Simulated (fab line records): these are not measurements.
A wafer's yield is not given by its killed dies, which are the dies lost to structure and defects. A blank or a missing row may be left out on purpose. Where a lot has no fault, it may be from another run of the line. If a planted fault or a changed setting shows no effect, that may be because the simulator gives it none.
Matching of chambers | flow nandHarc | 4 sister chambers for NHARC_A_CONTACT_ALD_18 on aldMetal-01
The step deposits TiN, target thk 3 nm, pulse time 1 s, ald cycles 150. 4 wafers are shown with their chamber, then 7 later ones without.

## EACH WAFER AND ITS CHAMBER
wafer  | chamber | heaterPowerW (W)
L080.3 | 1       | 1027
L081.5 | 3       | 995
L084.1 | 0       | 958
L084.2 | 2       | 975

## WAFERS WITHOUT THEIR CHAMBER
wafer  | heaterPowerW (W)
L084.4 | 1032
L083.2 | 1030
L083.3 | 958
L083.4 | 972
L095.2 | 1026
L095.3 | 983
L095.5 | 995

## CHAMBER TAKEN BY EACH
wafer  | from the rows above     | in truth
L084.4 | 1                       | 1
L083.2 | 1                       | 1
L083.3 | 0                       | 0
L083.4 | 2                       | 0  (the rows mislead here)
L095.2 | 1                       | 1
L095.3 | can't be placed: 2 or 3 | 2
L095.5 | 3                       | 3
Correct placement for 5 of the 7. Cannot be placed on the basis of these rows: 1; the candidates contain the true chamber in 1. Wrongly placed: 1.
How it was worked out, from the rows above alone: a wafer's distance from a chamber is the root of the sum, over the readings, of the square of ((its reading less the chamber's mean) divided by the reading's scatter). If the next closest chamber is less than 2 further off than the closest, the wafer can't be placed; otherwise it belongs to the closest. The mean given for a chamber averages the wafers shown for that chamber. The scatter (one wafer shown for each chamber): square how far every hidden wafer sits from the nearest shown wafer, average those squares and take the square root.
